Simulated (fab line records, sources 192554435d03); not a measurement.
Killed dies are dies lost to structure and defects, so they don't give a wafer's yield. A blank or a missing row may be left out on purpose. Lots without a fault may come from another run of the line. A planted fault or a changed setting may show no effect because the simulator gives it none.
Problem report in the 8D (eight disciplines) form, filled by code | flow n5_finfet | the parts of the form that need people (team, actions taken, sign-off) are left out

1. THE PROBLEM
run_length_s at N5_BEOL_M1_VIA_ETCH_34 reads a mean of 71.3 s on 3 wafers of 2 lots; wafers without a fault read 87.4 s with a standard deviation of 0.45. That is -36 standard deviations from the usual mean.
The step: etches the open film in C4F6/O2, target depth 67.8 nm, time 64.4 s.
First seen on wafer L851.1, day 9 23:02, on rie_diel-04. The record holds 26 wafers of 9 lots with a number at this step. Rule for "out", or "out of limits": more than 4 standard deviations from the usual mean. The other wafers with a number count as sound.

2. WHAT IT IS AND WHAT IT IS NOT
question                    | is                     | is not
which readings at this step | run_length_s           | drypump_motor_current_A, oes_f_703_au, oes_product_au, rf_vpp_V, showerhead_plenum_p_Torr, throttle_valve_pct
which lots                  | L851, L854             | L838, L843, L844, L857, L858, L859, L860
which wafers of those lots  | L851.1, L851.3, L854.1 | L851.6, L854.5
read on which tools         | rie_diel-04            | rie_diel-02, rie_diel-06
when                        | from day 9 23:02       | up to then (10 sound wafers); but 13 sound wafers of L854, L857, L858, L859, L860 came after

3. SUSPECTS, AND WHAT RULES EACH OUT
Counting: a tool at a process step up to the reading stays a suspect if it ran every lot that is out. Sound lots after the first of them don't rule it out here, since some wafers of a struck lot are sound.
- rie_diel-04 at N5_BEOL_M1_VIA_ETCH_34 (etches the open film in C4F6/O2, target depth 67.8 nm, time 64.4 s): kept. It ran every lot that is out, first L851 (day 9 23:02); its last sound lot up to then is L844 (day 8 04:30). Its own readings are out on those wafers: run_length_s.
Left after counting: rie_diel-04 at N5_BEOL_M1_VIA_ETCH_34.

4. THE CAUSE (what the simulator had put in)
Process parameter drift: rie_diel-04, from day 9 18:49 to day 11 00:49, at N5_BEOL_M1_VIA_ETCH_34. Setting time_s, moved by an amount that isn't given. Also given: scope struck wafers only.
Counting left only this tool.

5. THE CHAIN OF EFFECTS, in route order
Each row: a reading whose mean over the struck wafers that have a number lies more than 3 standard deviations from the usual. Only readings for which the record gives a usual standard deviation are gone through. hours: the time from each lot's start at the first step in this table that gives one to its start at this step, as a median over the lots. sigmas: the change in usual standard deviations.
hours | step                   | reading      | usual  | on struck wafers | change | sigmas
0     | N5_BEOL_M1_VIA_ETCH_34 | run_length_s | 87.4 s | 71.3             | -16.1  | -36
The process steps in it:
- N5_BEOL_M1_VIA_ETCH_34: etches the open film in C4F6/O2, target depth 67.8 nm, time 64.4 s.
Later measuring or inspecting steps at which every struck wafer that the step has a row for has a number for every such reading, and none has moved that far: N5_BEOL_M4_RC_MEAS_101.

6. WHAT WOULD HAVE CAUGHT IT SOONER
In this record the first reading out of limits was taken at day 9 23:02, 4 hours after the fault began at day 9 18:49.
